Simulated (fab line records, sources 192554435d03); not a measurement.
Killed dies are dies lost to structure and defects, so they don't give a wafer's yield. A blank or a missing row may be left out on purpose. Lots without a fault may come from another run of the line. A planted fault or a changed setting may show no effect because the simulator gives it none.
fab line records | flow n5_finfet | part 2 of 2: steps 4 to 6 of 6
record lots=23 wafers=69 last_day=17
route steps=1938 shown BEOL_M10@1513 BEOL_M11@1554
lots that met no fault: from a run of the same line without faults
start_h: hours from the record's first day to the start of the lot's first wafer shown | wait_h: hours since the lot's step before | " the same as in the row above | L1.1+2: a row that stands for several wafers | - no value, or no start given | * or withheld: withheld | < > ~ a bound
route shown NAME@n: a module of which the file shows steps, and the number in the route of the first | usual: mean/standard deviation of fault-free wafers | same: alike in all rows | chamber/n: place in a boat | sites: the reading at each site | _std_site: their standard deviation | _edge_site: outer sites' mean less inner sites' | radius_mm: how far each site lies from the wafer's centre | mask NAME#n: copy n | behind: the tool/chamber that last shaped the wafer | hold: why the lot was held/for how many hours/how that ended | device: the transistor (n, p or np) that didn't switch | end of line: the same wafers' tests at the end of the route | a step without rows: its recipe alone | killed: dies lost to structure and defects at the first sort, not the wafer's yield | map: a wafer's dies, x killed, . not, _ none there
set.NAME: the setting as run; set.NAME@STEP: as run at that earlier step | model.NAME: the simulator's own value behind a step, which no gauge read
steps of the route over a sample of lots; a table a step, a row a wafer
services: from which hour (start_h, from the record's first day; less than 0 if before it) a tool's chamber was out of use, for how many hours, and why
## steps
# step N5_BEOL_M11_HM_OPEN_17
# recipe chemistry=Cl2/BCl3 target_depth_a=200 overetch_a=60 target=TiN mask_material=SOC ion_energy_ev=150 pressure_mtorr=10 icp_w=1000 bias_w=126 Cl2_flow_sccm=53.25 bcl3_flow_sccm=21.75 Ar_flow_sccm=25
# usual drypump_motor_current_A=5.5/0.36 oes_product_au=0.67/0.048 throttle_valve_pct=22.09/0.12
# columns lot.wafer tool chamber start_h wait_h drypump_motor_current_A oes_product_au rf_hours_counter_h throttle_valve_pct
L074.3 rie_metal-03 0 212.01 0.1 5.2 0.74 - 22.11
L074.4 " 1 " " 5.7 0.66 - 22.14
L074.5 " 0 " " 5.2 0.74 - 22.10
L075.2 rie_metal-03 1 222.03 0.0 5.7 0.64 43 22.18
L075.4 " 1 " " 5.7 0.64 - 22.15
L075.6 " 0 " " 5.2 0.74 - 22.10
L077.1 rie_metal-01 0 230.82 0.0 5.9 0.66 42 21.90
L077.2 " 1 " " 5.1 0.78 7 21.93
L077.5 " 0 " " 5.9 0.67 - 21.87
L078.1 rie_metal-01 0 233.91 0.0 5.9 0.67 42 21.89
L078.2 " 1 " " 5.2 0.77 7 21.95
L078.6 " 0 " " 5.9 0.67 - 21.88
L076.2 rie_metal-02 1 235.73 0.0 5.2 0.64 51 21.96
L076.5 " 0 " " 6.2 0.63 - 22.31
L076.6 " 1 " " 5.2 0.63 - 21.97
L080.1 rie_metal-03 1 243.00 0.0 5.7 0.63 45 22.18
L080.3 " 1 " " 5.7 0.64 - 22.16
L080.5 " 0 " " 5.2 0.70 - 22.12
L079.1 rie_metal-01 1 255.03 0.0 5.2 0.76 9 21.96
L079.4 " 0 " " 5.9 0.66 - 21.92
L079.5 " 1 " " 5.2 0.76 - 21.95
L082.1 rie_metal-02 1 270.31 0.0 5.1 0.64 55 21.99
L082.2 " 0 " " 6.2 0.61 71 22.33
L082.6 " 1 " " 5.1 0.63 - 22.00
L081.2 rie_metal-03 0 270.45 0.0 5.2 0.72 18 22.10
L081.4 " 1 " " 5.7 0.64 - 22.15
L081.6 " 1 " " 5.7 0.64 - 22.15
L083.3 rie_metal-03 0 273.60 0.1 5.2 0.71 - 22.10
L083.5 " 0 " " 5.2 0.71 - 22.11
L083.6 " 1 " " 5.7 0.64 - 22.17
L084.2 rie_metal-02 0 280.30 0.0 6.2 0.62 71 22.33
L084.3 " 1 " " 5.2 0.63 - 21.98
L084.6 " 1 " " 5.2 0.62 - 21.98
L085.1 rie_metal-01 0 285.57 0.0 5.9 0.66 49 21.88
L085.3 " 1 " " 5.2 0.73 - 21.96
L085.6 " 0 " " 5.9 0.66 - 21.91
L086.1 rie_metal-03 1 286.04 0.0 5.7 0.64 47 22.17
L086.2 " 0 " " 5.2 0.72 19 22.10
L086.5 " 1 " " 5.6 0.65 - 22.14
L087.1 rie_metal-02 1 299.59 0.0 5.2 0.63 57 21.99
L087.4 " 1 " " 5.2 0.64 - 21.98
L087.6 " 1 " " 5.2 0.63 - 21.98
L089.2 rie_metal-03 0 303.44 0.0 5.2 0.72 20 22.09
L089.5 " 1 " " 5.7 0.64 - 22.18
L089.6 " 0 " " 5.2 0.72 - 22.10
L088.1 rie_metal-03 1 310.49 0.0 5.7 0.64 49 22.18
L088.3 " 0 " " 5.2 0.72 - 22.11
L088.6 " 1 " " 5.7 0.64 - 22.16
L090.2 rie_metal-03 1 321.93 0.0 5.7 0.63 50 22.17
L090.5 " 0 " " 5.2 0.73 - 22.10
L090.6 " 1 " " 5.7 0.64 - 22.17
L091.4 rie_metal-03 0 322.37 0.1 5.2 0.71 - 22.11
L091.5 " 0 " " 5.2 0.72 - 22.12
L091.6 " 1 " " 5.6 0.63 - 22.17
L092.2 rie_metal-01 1 336.37 0.0 5.2 0.72 17 21.97
L092.3 " 1 " " 5.2 0.74 - 21.97
L092.5 " 0 " " 5.9 0.65 - 21.92
L093.3 rie_metal-03 1 338.93 0.1 5.7 0.64 - 22.16
L093.5 " 1 " " 5.7 0.63 - 22.16
L093.6 " 0 " " 5.2 0.71 - 22.10
L094.1 rie_metal-03 1 341.03 0.0 5.7 0.63 52 22.18
L094.3 " 1 " " 5.6 0.62 - 22.19
L094.5 " 0 " " 5.2 0.69 - 22.13
L095.3 rie_metal-02 1 357.35 0.1 5.2 0.62 - 22.01
L095.4 " 0 " " 6.2 0.60 - 22.32
L095.5 " 1 " " 5.1 0.62 - 21.99
L096.3 rie_metal-03 1 361.87 0.1 5.7 0.62 - 22.16
L096.5 " 1 " " 5.7 0.63 - 22.16
L096.6 " 0 " " 5.2 0.70 - 22.13
# step N5_BEOL_M11_DEGAS_44
# recipe ambient=vacuum temp_c=250 time_s=60
# usual heater_power_w=321/25 susceptor_temp_C=249.98/0.2
# same time_s=60
# columns lot.wafer tool chamber start_h wait_h heater_power_w susceptor_temp_C
L074.3 pvd_sputter-03 - 214.81 0.2 327 249.87
L074.4 " - " " 304 249.76
L074.5 " - " " 288 249.89
L075.2 pvd_sputter-03 - 226.67 0.6 329 249.75
L075.4 " - " " 286 250.01
L075.6 " - " " 324 249.68
L077.1 pvd_sputter-03 - 233.28 1.0 330 249.68
L077.2 " - " " 283 249.80
L077.5 " - " " 322 249.37
L078.1 pvd_sputter-03 - 237.53 2.1 284 250.26
L078.2 " - " " 330 249.74
L078.6 " - " " 333 249.78
L076.2 pvd_sputter-03 - 239.51 0.3 328 250.02
L076.5 " - " " 334 250.36
L076.6 " - " " 316 249.60
L080.1 pvd_sputter-01 - 247.67 0.4 311 250.17
L080.3 " - " " 383 250.07
L080.5 " - " " 304 249.75
L079.1 pvd_sputter-02 - 257.08 0.4 294 250.00
L079.4 " - " " 335 249.82
L079.5 " - " " 357 250.09
L082.1 pvd_sputter-03 - 273.12 0.5 325 249.89
L082.2 " - " " 287 250.08
L082.6 " - " " 324 250.03
L081.2 pvd_sputter-03 - 273.80 0.2 308 250.15
L081.4 " - " " 338 250.10
L081.6 " - " " 327 250.07
L083.3 pvd_sputter-01 - 276.32 0.2 303 249.72
L083.5 " - " " 374 250.10
L083.6 " - " " 307 250.02
L084.2 pvd_sputter-03 - 282.36 0.4 310 250.21
L084.3 " - " " 326 250.23
L084.6 " - " " 330 249.73
L086.1 pvd_sputter-02 - 288.30 0.5 327 249.98
L086.2 " - " " 295 249.78
L086.5 " - " " 314 250.06
L085.1 pvd_sputter-02 - 289.12 0.7 283 250.12
L085.3 " - " " 354 250.10
L085.6 " - " " 303 250.18
L087.1 pvd_sputter-01 - 303.14 0.5 322 249.90
L087.4 " - " " 357 250.13
L087.6 " - " " 319 250.09
L089.2 pvd_sputter-01 - 305.90 0.5 380 249.70
L089.5 " - " " 379 249.81
L089.6 " - " " 304 250.12
L088.1 pvd_sputter-02 - 314.73 0.4 343 250.01
L088.3 " - " " 328 249.82
L088.6 " - " " 280 249.97
L091.4 pvd_sputter-02 - 324.48 0.2 287 249.78
L091.5 " - " " 311 249.81
L091.6 " - " " 286 249.62
L090.2 pvd_sputter-03 - 324.58 0.2 326 250.00
L090.5 " - " " 324 249.98
L090.6 " - " " 308 250.06
L092.2 pvd_sputter-03 - 338.62 0.4 330 250.09
L092.3 " - " " 313 250.40
L092.5 " - " " 315 249.71
L093.3 pvd_sputter-03 - 341.32 0.2 330 249.98
L093.5 " - " " 325 250.16
L093.6 " - " " 312 250.22
L094.1 pvd_sputter-01 - 344.33 0.3 315 250.14
L094.3 " - " " 360 250.00
L094.5 " - " " 376 249.96
L095.3 pvd_sputter-02 - 360.54 1.6 347 249.87
L095.4 " - " " 285 250.02
L095.5 " - " " 285 250.08
L096.3 pvd_sputter-02 - 366.87 0.7 346 250.25
L096.5 " - " " 333 250.26
L096.6 " - " " 342 249.96
# step N5_BEOL_M11_ANNEAL_51
# recipe temp_c=225 time_s=90 ambient=N2
# usual wafer_temp_C_max=225.9/0.32
# same time_s=90
# columns lot.wafer tool chamber start_h wait_h wafer_temp_C_max
L074.3 rtp_anneal-02 0 217.08 0.3 225.8
L074.4 " 0 " " 226.1
L074.5 " 0 " " 225.6
L075.2 rtp_anneal-02 0 228.06 0.2 226.2
L075.4 " 0 " " 225.8
L075.6 " 0 " " 226.1
L077.1 rtp_anneal-01 0 234.60 0.4 225.6
L077.2 " 0 " " 225.3
L077.5 " 0 " " 225.6
L078.1 rtp_anneal-01 0 239.31 0.4 225.9
L078.2 " 0 " " 226.0
L078.6 " 0 " " 225.9
L076.2 rtp_anneal-02 0 241.03 0.5 226.1
L076.5 " 0 " " 226.1
L076.6 " 0 " " 226.5
L080.1 rtp_anneal-01 0 248.56 0.1 225.7
L080.3 " 0 " " 226.0
L080.5 " 0 " " 225.7
L079.1 rtp_anneal-01 0 258.04 0.1 225.7
L079.4 " 0 " " 226.1
L079.5 " 0 " " 225.5
L082.1 rtp_anneal-02 0 274.23 0.1 226.1
L082.2 " 0 " " 225.8
L082.6 " 0 " " 226.2
L081.2 rtp_anneal-02 0 275.56 0.1 226.3
L081.4 " 0 " " 226.4
L081.6 " 0 " " 226.1
L083.3 rtp_anneal-01 0 278.93 0.1 225.5
L083.5 " 0 " " 225.5
L083.6 " 0 " " 225.5
L084.2 rtp_anneal-02 0 283.45 0.2 226.2
L084.3 " 0 " " 225.9
L084.6 " 0 " " 225.8
L086.1 rtp_anneal-01 0 289.51 0.1 225.8
L086.2 " 0 " " 225.7
L086.5 " 0 " " 225.7
L085.1 rtp_anneal-02 0 290.44 0.1 226.4
L085.3 " 0 " " 227.0
L085.6 " 0 " " 226.3
L087.1 rtp_anneal-01 0 304.19 0.1 225.5
L087.4 " 0 " " 225.3
L087.6 " 0 " " 225.3
L089.2 rtp_anneal-02 0 307.01 0.2 226.0
L089.5 " 0 " " 225.9
L089.6 " 0 " " 226.2
L088.1 rtp_anneal-01 0 315.84 0.2 226.0
L088.3 " 0 " " 225.9
L088.6 " 0 " " 225.5
L091.4 rtp_anneal-01 0 325.47 0.2 226.0
L091.5 " 0 " " 225.9
L091.6 " 0 " " 226.1
L090.2 rtp_anneal-02 0 326.19 0.1 226.1
L090.5 " 0 " " 225.8
L090.6 " 0 " " 226.0
L092.2 rtp_anneal-02 0 340.10 0.6 226.3
L092.3 " 0 " " 226.0
L092.5 " 0 " " 226.1
L093.3 rtp_anneal-01 0 344.06 0.2 225.7
L093.5 " 0 " " 225.7
L093.6 " 0 " " 225.6
L094.1 rtp_anneal-01 0 345.88 0.3 225.6
L094.3 " 0 " " 225.8
L094.5 " 0 " " 225.7
L095.3 rtp_anneal-01 0 361.74 0.1 225.5
L095.4 " 0 " " 225.7
L095.5 " 0 " " 225.6
L096.3 rtp_anneal-01 0 368.33 0.1 225.6
L096.5 " 0 " " 225.3
L096.6 " 0 " " 225.8
## services
# columns tool chamber start_h hours kind
rie_metal-02 0 186.25 6.2 repair
rie_diel-03 - 220.73 0.9 repair
rie_diel-02 3 229.20 1.3 repair
rie_diel-03 0 237.94 16.9 repair
rie_diel-04 - 240.99 2.6 repair
rie_metal-01 - 242.11 2.8 pm
rie_metal-03 - 244.88 15.6 pm
rie_diel-05 1 254.24 8.0 repair
rie_diel-03 3 265.27 - clean
rie_diel-03 3 265.27 - consumable_replace:esc
rie_diel-03 3 265.27 - consumable_replace:focus_ring
rie_diel-03 3 265.27 20.3 scheduled_down
rie_metal-02 - 268.80 1.4 pm
rie_diel-01 0 269.87 1.4 repair
rie_metal-03 - 275.15 2.8 pm
rie_diel-05 - 282.41 10.9 repair
rie_diel-05 2 299.44 23.6 repair
rie_diel-05 1 319.97 6.9 repair
rie_diel-04 2 320.59 4.6 repair
rie_metal-01 0 341.88 13.9 repair
rie_diel-02 2 343.65 3.2 repair
rie_diel-01 1 350.04 2.2 repair
pvd_sputter-03 - 366.40 10.0 repair
rie_diel-03 1 367.60 2.7 repair
